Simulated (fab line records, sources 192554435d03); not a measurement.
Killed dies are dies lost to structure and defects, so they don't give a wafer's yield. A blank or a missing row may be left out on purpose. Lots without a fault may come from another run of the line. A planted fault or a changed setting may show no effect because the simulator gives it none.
Which tool did it? | flow n5_finfet | 24 lots, 72 wafers sampled, at 6 steps of a route of 1938

WHAT THE GAUGES READ, wafer by wafer
N5_BEOL_M12_OCD_MEAS_35.
lot  | measured     | on     | trench_depth_nm (nm)
L074 | day 10 10:40 | ocd-02 | 315 315 318
L075 | day 11 12:18 | ocd-01 | 324 314 324
L076 | day 12 01:21 | ocd-01 | 320 319 323
L077 | day 12 02:23 | ocd-01 | 318 317 321
L078 | day 12 08:48 | ocd-01 | 323 318 322
L080 | day 13 01:11 | ocd-02 | 317 319 319
L082 | day 13 02:44 | ocd-02 | 324 324 324
L079 | day 13 02:44 | ocd-01 | 317 317 319
L085 | day 13 09:32 | ocd-02 | 317 323 323
L081 | day 13 10:02 | ocd-02 | 321 320 321
L083 | day 13 17:04 | ocd-01 | 323 318 322
L084 | day 13 19:09 | ocd-02 | 318 323 320
L087 | day 13 23:50 | ocd-01 | 323 320 318
L088 | day 14 03:33 | ocd-01 | 323 318 323
L086 | day 14 04:02 | ocd-02 | 319 322 319
L089 | day 14 19:53 | ocd-01 | 325 314 316
L090 | day 15 13:52 | ocd-02 | 313 322 313
L093 | day 15 20:16 | ocd-01 | 314 317 322
L091 | day 15 20:57 | ocd-02 | 314 317 315
L092 | day 16 01:50 | ocd-01 | 317 324 322
L094 | day 16 04:05 | ocd-01 | 319 315 313
L095 | day 17 02:28 | ocd-01 | 321 327 321
L096 | day 17 13:31 | ocd-02 | 315 317 313
L097 | day 17 14:29 | ocd-02 | 324 325 317

N5_BEOL_M13_OVL_MEAS_29.
lot  | measured     | on         | M13_OVL (nm)
L074 | day 10 15:52 | overlay-01 | -1 6 0
L075 | day 11 16:41 | overlay-02 | -9 6 5
L076 | day 12 05:48 | overlay-02 | 12 10 -3
L077 | day 12 07:16 | overlay-01 | -3 2 1
L078 | day 12 15:13 | overlay-01 | -3 8 -2
L080 | day 13 07:46 | overlay-02 | 3 -1 3
L082 | day 13 07:56 | overlay-02 | -1 -5 -3
L079 | day 13 08:19 | overlay-02 | 5 9 2
L085 | day 13 15:05 | overlay-02 | 0 3 5
L081 | day 13 17:01 | overlay-02 | 10 13 4
L083 | day 13 22:10 | overlay-02 | -1 -8 6
L084 | day 14 00:56 | overlay-02 | -8 2 3
L087 | day 14 04:49 | overlay-01 | 3 7 5
L088 | day 14 07:30 | overlay-01 | 1 -1 13
L086 | day 14 08:11 | overlay-02 | 6 4 12
L089 | day 15 07:43 | overlay-02 | 2 5 -5
L090 | day 15 17:52 | overlay-01 | 12 0 3
L093 | day 16 00:21 | overlay-02 | -4 2 0
L091 | day 16 00:54 | overlay-02 | 2 4 -3
L092 | day 16 07:01 | overlay-02 | 3 -2 9
L094 | day 16 07:25 | overlay-01 | 8 -1 0
L095 | day 17 06:19 | overlay-01 | 4 16 11
L096 | day 17 16:43 | overlay-02 | 7 10 11
L097 | day 17 19:34 | overlay-02 | 4 4 0

WHICH TOOL RAN EACH LOT (tool, then ch and the chambers of the sampled wafers, then the start)
lot  | N5_BEOL_M12_ETCH_67                | N5_BEOL_M12_DEGAS_41         | N5_BEOL_M12_ANNEAL_48            | N5_BEOL_M13_ETCH_59
L074 | rie_diel-01 ch 1,2,3, day 10 10:11 | pvd_sputter-03, day 10 13:06 | rtp_anneal-02 ch 0, day 10 13:39 | rie_diel-03 ch 0,2,3, day 10 15:01
L075 | rie_diel-05 ch 2,3, day 11 11:49   | pvd_sputter-01, day 11 13:57 | rtp_anneal-02 ch 0, day 11 14:27 | rie_diel-03 ch 1,2,3, day 11 15:50
L076 | rie_diel-06 ch 0,2, day 12 00:52   | pvd_sputter-03, day 12 02:49 | rtp_anneal-01 ch 0, day 12 03:26 | rie_diel-03 ch 0,1,3, day 12 04:55
L077 | rie_diel-06 ch 0,2, day 12 01:54   | pvd_sputter-03, day 12 03:44 | rtp_anneal-02 ch 0, day 12 05:01 | rie_diel-02 ch 0,1, day 12 06:23
L078 | rie_diel-01 ch 0,1,3, day 12 08:18 | pvd_sputter-03, day 12 11:59 | rtp_anneal-02 ch 0, day 12 13:01 | rie_diel-02 ch 0,1,3, day 12 14:22
L080 | rie_diel-01 ch 1,2,3, day 13 00:43 | pvd_sputter-01, day 13 04:56 | rtp_anneal-02 ch 0, day 13 05:29 | rie_diel-03 ch 0,1, day 13 06:48
L082 | rie_diel-05 ch 0,1, day 13 02:14   | pvd_sputter-02, day 13 04:58 | rtp_anneal-02 ch 0, day 13 05:50 | rie_diel-04 ch 1,2,3, day 13 07:07
L079 | rie_diel-01 ch 0,1,3, day 13 02:15 | pvd_sputter-01, day 13 05:20 | rtp_anneal-02 ch 0, day 13 06:06 | rie_diel-03 ch 1,2,3, day 13 07:27
L085 | rie_diel-01 ch 1,2,3, day 13 09:03 | pvd_sputter-03, day 13 12:14 | rtp_anneal-02 ch 0, day 13 12:47 | rie_diel-02 ch 0,1,2, day 13 14:13
L081 | rie_diel-01 ch 0,3, day 13 09:32   | pvd_sputter-01, day 13 14:19 | rtp_anneal-02 ch 0, day 13 14:54 | rie_diel-02 ch 1,2,3, day 13 16:10
L083 | rie_diel-01 ch 1,2, day 13 16:34   | pvd_sputter-02, day 13 19:16 | rtp_anneal-01 ch 0, day 13 19:55 | rie_diel-02 ch 1,2,3, day 13 21:20
L084 | rie_diel-06 ch 0,1,2, day 13 18:40 | pvd_sputter-02, day 13 21:36 | rtp_anneal-01 ch 0, day 13 22:48 | rie_diel-04 ch 2,3, day 14 00:05
L087 | rie_diel-01 ch 0,2,3, day 13 23:21 | pvd_sputter-03, day 14 00:36 | rtp_anneal-02 ch 0, day 14 01:31 | rie_diel-03 ch 2,3, day 14 03:58
L088 | rie_diel-01 ch 2,3, day 14 03:04   | pvd_sputter-03, day 14 04:40 | rtp_anneal-01 ch 0, day 14 05:13 | rie_diel-03 ch 0,3, day 14 06:38
L086 | rie_diel-01 ch 0,3, day 14 03:33   | pvd_sputter-01, day 14 05:14 | rtp_anneal-01 ch 0, day 14 05:44 | rie_diel-03 ch 1,2, day 14 07:13
L089 | rie_diel-05 ch 0,1,2, day 14 19:28 | pvd_sputter-01, day 15 05:00 | rtp_anneal-02 ch 0, day 15 05:38 | rie_diel-03 ch 0,1,2, day 15 06:52
L090 | rie_diel-05 ch 1,3, day 15 13:23   | pvd_sputter-03, day 15 14:54 | rtp_anneal-02 ch 0, day 15 15:24 | rie_diel-04 ch 0,2,3, day 15 16:53
L093 | rie_diel-05 ch 0,1,3, day 15 19:46 | pvd_sputter-02, day 15 21:16 | rtp_anneal-01 ch 0, day 15 21:49 | rie_diel-03 ch 0,2, day 15 23:30
L091 | rie_diel-06 ch 0,3, day 15 20:28   | pvd_sputter-02, day 15 21:49 | rtp_anneal-01 ch 0, day 15 22:36 | rie_diel-04 ch 0,2,3, day 16 00:03
L092 | rie_diel-05 ch 0,3, day 16 01:22   | pvd_sputter-01, day 16 04:03 | rtp_anneal-01 ch 0, day 16 04:44 | rie_diel-02 ch 0,2,3, day 16 06:10
L094 | rie_diel-05 ch 0,1,3, day 16 03:36 | pvd_sputter-01, day 16 04:34 | rtp_anneal-01 ch 0, day 16 05:04 | rie_diel-02 ch 1,2,3, day 16 06:34
L095 | rie_diel-06 ch 0,3, day 17 01:58   | pvd_sputter-02, day 17 03:20 | rtp_anneal-01 ch 0, day 17 03:50 | rie_diel-04 ch 0,1,2, day 17 05:20
L096 | rie_diel-06 ch 0,1, day 17 13:02   | pvd_sputter-01, day 17 13:59 | rtp_anneal-01 ch 0, day 17 14:29 | rie_diel-04 ch 0,3, day 17 15:51
L097 | rie_diel-06 ch 0,2,3, day 17 14:01 | pvd_sputter-03, day 17 16:29 | rtp_anneal-01 ch 0, day 17 17:16 | rie_diel-03 ch 2,3, day 17 18:35
- N5_BEOL_M12_ETCH_67: etches SiARC in CF4, target depth 143 nm, time 238.3 s.
- N5_BEOL_M12_DEGAS_41: time 60 s.
- N5_BEOL_M12_ANNEAL_48: time 90 s.
- N5_BEOL_M13_ETCH_59: etches BARC in N2/H2, target depth 89 nm, overetch 26.7 nm, time 67.9 s.

WHAT THE TOOLS THEMSELVES READ (means of the sampled wafers that have a number; where no wafer has one, the mark that the record gives instead)
N5_BEOL_M12_ETCH_67.
lot  | tool        | bias_w (W) | chamber_pressure_mTorr (mTorr) | drypump_motor_current_A (A) | etch_rf_on_time_s (s) | mfc_ar_sccm (sccm) | oes_product_au (a.u.) | rf_vpp_V (V) | showerhead_plenum_p_Torr (Torr) | throttle_valve_pct (%)
L074 | rie_diel-01 | 36.06      | 40.03                          | 5.6                         | 236                   | 100.2              | 0.71                  | 184.2        | 2.13                            | 15.36
L075 | rie_diel-05 | 36.09      | 39.94                          | 5.7                         | 235                   | 100.1              | 0.73                  | 185.1        | 2.18                            | 15.39
L076 | rie_diel-06 | 35.96      | 39.97                          | 5.9                         | 235                   | 100.1              | 0.70                  | 184.1        | 2.19                            | 15.59
L077 | rie_diel-06 | 36.07      | 40.00                          | 6.3                         | 235                   | 100.2              | 0.76                  | 185.5        | 2.23                            | 15.44
L078 | rie_diel-01 | 35.98      | 40.00                          | 5.1                         | 240                   | 100.0              | 0.68                  | 183.4        | 2.09                            | 15.55
L080 | rie_diel-01 | 35.92      | 39.99                          | 5.6                         | 237                   | 100.2              | 0.68                  | 184.1        | 2.12                            | 15.42
L082 | rie_diel-05 | 35.99      | 39.98                          | 5.9                         | 242                   | 99.6               | 0.77                  | 182.6        | 2.10                            | 15.35
L079 | rie_diel-01 | 35.98      | 40.01                          | 5.1                         | 239                   | 100.2              | 0.68                  | 182.9        | 2.09                            | 15.56
L085 | rie_diel-01 | 36.06      | 40.01                          | 5.6                         | 233                   | 99.9               | 0.69                  | 184.9        | 2.12                            | 15.42
L081 | rie_diel-01 | 36.09      | 40.02                          | 5.1                         | 239                   | 100.1              | 0.72                  | 184.4        | 2.07                            | 15.46
L083 | rie_diel-01 | 35.94      | 39.98                          | 6.0                         | 230                   | 100.2              | 0.66                  | 183.8        | 2.15                            | 15.42
L084 | rie_diel-06 | 35.94      | 40.00                          | 5.7                         | 239                   | 100.2              | 0.67                  | 183.7        | 2.16                            | 15.72
L087 | rie_diel-01 | 35.95      | 40.00                          | 5.5                         | 234                   | 100.0              | 0.70                  | 183.6        | 2.10                            | 15.46
L088 | rie_diel-01 | 35.92      | 39.98                          | 5.6                         | 240                   | 100.0              | 0.73                  | 183.7        | 2.11                            | 15.32
L086 | rie_diel-01 | 36.01      | 40.00                          | 5.0                         | 240                   | 100.1              | 0.68                  | 183.0        | 2.07                            | 15.62
L089 | rie_diel-05 | 36.15      | 40.00                          | 5.8                         | 238                   | 100.0              | 0.74                  | 184.4        | 2.12                            | 15.31
L090 | rie_diel-05 | 36.08      | 40.01                          | 5.9                         | 238                   | 100.0              | 0.79                  | 183.6        | 2.13                            | 15.45
L093 | rie_diel-05 | 36.11      | 40.01                          | 6.0                         | 241                   | 100.0              | 0.75                  | 183.5        | 2.12                            | 15.46
L091 | rie_diel-06 | 35.97      | 40.01                          | 5.5                         | 237                   | 99.6               | 0.65                  | 183.3        | 2.18                            | 15.70
L092 | rie_diel-05 | 36.03      | 40.03                          | 6.1                         | 237                   | 99.9               | 0.77                  | 183.9        | 2.15                            | 15.53
L094 | rie_diel-05 | 35.98      | 40.02                          | 6.0                         | 237                   | 99.8               | 0.75                  | 183.3        | 2.12                            | 15.47
L095 | rie_diel-06 | 35.93      | 39.99                          | 5.5                         | 238                   | 100.0              | 0.68                  | 184.3        | 2.22                            | 15.62
L096 | rie_diel-06 | 36.08      | 40.02                          | 5.4                         | 239                   | 100.0              | 0.61                  | 183.3        | 2.10                            | 15.92
L097 | rie_diel-06 | 36.02      | 39.96                          | 5.9                         | 239                   | 100.0              | 0.69                  | 184.9        | 2.22                            | 15.58

N5_BEOL_M12_DEGAS_41.
lot  | tool           | heater_power_w (W)
L074 | pvd_sputter-03 | 332
L075 | pvd_sputter-01 | 337
L076 | pvd_sputter-03 | 348
L077 | pvd_sputter-03 | 337
L078 | pvd_sputter-03 | 342
L080 | pvd_sputter-01 | 319
L082 | pvd_sputter-02 | 340
L079 | pvd_sputter-01 | 339
L085 | pvd_sputter-03 | 347
L081 | pvd_sputter-01 | 325
L083 | pvd_sputter-02 | 362
L084 | pvd_sputter-02 | 379
L087 | pvd_sputter-03 | 348
L088 | pvd_sputter-03 | 351
L086 | pvd_sputter-01 | 332
L089 | pvd_sputter-01 | 363
L090 | pvd_sputter-03 | 336
L093 | pvd_sputter-02 | 367
L091 | pvd_sputter-02 | 352
L092 | pvd_sputter-01 | 340
L094 | pvd_sputter-01 | 325
L095 | pvd_sputter-02 | 348
L096 | pvd_sputter-01 | 342
L097 | pvd_sputter-03 | 325

N5_BEOL_M12_ANNEAL_48.
lot  | tool          | wafer_temp_C_max
L074 | rtp_anneal-02 | 225.98
L075 | rtp_anneal-02 | 226.02
L076 | rtp_anneal-01 | 226.38
L077 | rtp_anneal-02 | 225.92
L078 | rtp_anneal-02 | 225.63
L080 | rtp_anneal-02 | 225.88
L082 | rtp_anneal-02 | 225.92
L079 | rtp_anneal-02 | 225.71
L085 | rtp_anneal-02 | 225.59
L081 | rtp_anneal-02 | 225.79
L083 | rtp_anneal-01 | 225.96
L084 | rtp_anneal-01 | 225.97
L087 | rtp_anneal-02 | 225.85
L088 | rtp_anneal-01 | 226.06
L086 | rtp_anneal-01 | 226.19
L089 | rtp_anneal-02 | 225.84
L090 | rtp_anneal-02 | 226.26
L093 | rtp_anneal-01 | 225.91
L091 | rtp_anneal-01 | 226.10
L092 | rtp_anneal-01 | 225.83
L094 | rtp_anneal-01 | 225.93
L095 | rtp_anneal-01 | 226.26
L096 | rtp_anneal-01 | 226.07
L097 | rtp_anneal-01 | 225.95

N5_BEOL_M13_ETCH_59.
lot  | tool        | bias_w (W) | chamber_pressure_mTorr (mTorr) | drypump_motor_current_A (A) | h2_flow_sccm (sccm) | oes_product_au (a.u.) | rf_vpp_V (V) | showerhead_plenum_p_Torr (Torr) | throttle_valve_pct (%)
L074 | rie_diel-03 | 150.2      | 29.991                         | 5.8                         | 199.3               | 0.65                  | 522.4        | 2.51                            | 17.88
L075 | rie_diel-03 | 149.9      | 30.009                         | 5.8                         | 200.4               | 0.63                  | 523.8        | 2.54                            | 17.88
L076 | rie_diel-03 | 150.0      | 30.013                         | 5.7                         | 200.7               | 0.65                  | 523.3        | 2.54                            | 17.76
L077 | rie_diel-02 | 149.6      | 30.001                         | 5.9                         | 199.7               | 0.79                  | 524.6        | 2.57                            | 17.69
L078 | rie_diel-02 | 149.7      | 30.003                         | 5.6                         | 199.3               | 0.73                  | 523.1        | 2.50                            | 17.84
L080 | rie_diel-03 | 150.1      | 30.002                         | 5.8                         | 200.6               | 0.67                  | 522.1        | 2.48                            | 17.71
L082 | rie_diel-04 | 150.3      | 29.989                         | 5.8                         | 200.1               | 0.70                  | 524.9        | 2.60                            | 17.84
L079 | rie_diel-03 | 150.2      | 29.994                         | 5.8                         | 200.0               | 0.62                  | 524.0        | 2.53                            | 17.91
L085 | rie_diel-02 | 149.9      | 30.003                         | 6.0                         | 200.5               | 0.72                  | 524.1        | 2.54                            | 17.86
L081 | rie_diel-02 | 150.0      | 30.009                         | 5.7                         | 199.3               | 0.67                  | 522.4        | 2.47                            | 17.99
L083 | rie_diel-02 | 149.9      | 30.011                         | 5.7                         | 200.2               | 0.66                  | 522.8        | 2.47                            | 18.00
L084 | rie_diel-04 | 150.1      | 29.986                         | 6.1                         | 199.4               | 0.66                  | 526.5        | 2.62                            | 17.94
L087 | rie_diel-03 | 150.1      | 30.014                         | 5.9                         | 199.6               | 0.61                  | 522.6        | 2.50                            | 18.04
L088 | rie_diel-03 | 149.5      | 30.010                         | 5.7                         | 200.2               | 0.62                  | 524.3        | 2.57                            | 17.87
L086 | rie_diel-03 | 150.2      | 29.986                         | 5.8                         | 199.8               | 0.63                  | 523.4        | 2.49                            | 17.84
L089 | rie_diel-03 | 150.2      | 29.973                         | 5.9                         | 200.2               | 0.65                  | 521.5        | 2.47                            | 17.84
L090 | rie_diel-04 | 150.0      | 30.005                         | 5.9                         | 199.9               | 0.70                  | 526.3        | 2.63                            | 17.89
L093 | rie_diel-03 | 150.0      | 30.004                         | 6.0                         | 199.3               | 0.65                  | 520.7        | 2.44                            | 17.99
L091 | rie_diel-04 | 149.6      | 29.995                         | 5.9                         | 199.9               | 0.70                  | 526.6        | 2.63                            | 17.89
L092 | rie_diel-02 | 150.2      | 30.007                         | 5.5                         | 200.1               | 0.73                  | 525.4        | 2.61                            | 17.97
L094 | rie_diel-02 | 150.1      | 29.997                         | 5.7                         | 199.7               | 0.72                  | 524.5        | 2.57                            | 17.87
L095 | rie_diel-04 | 149.8      | 30.010                         | 5.5                         | 199.9               | 0.71                  | 525.9        | 2.60                            | 17.80
L096 | rie_diel-04 | 149.6      | 30.019                         | 5.8                         | 200.1               | 0.75                  | 528.3        | 2.70                            | 17.90
L097 | rie_diel-03 | 150.2      | 29.989                         | 5.7                         | 200.2               | 0.58                  | 522.9        | 2.55                            | 18.03

THE ANSWER, worked out from the rows above alone
Rule: what is usual is taken from the lots themselves. Put in order of their means at a reading, lots are off if they are a third of the lots or fewer, leave a main group of 4 or more, and stand apart from it by a gap of 3 or more times the standard deviation of the main group's means; of several such gaps the widest counts. A main group whose means are all the same, to the digits that the tables above print for the reading, isn't used. A lot without any number at a reading at which 4 lots or more have one is off too. The other lots that the step has rows for count as sound. The gauges are gone through in route order, then the tools' own readings, and for those a lot's mean is taken as printed above. The first step at which some lot is off is used, and at that step the reading that is off furthest; a lot without a number counts as furthest.
No lot is off at any reading shown: from this, nothing can be told.

WHAT THE SIMULATOR HAD PUT IN
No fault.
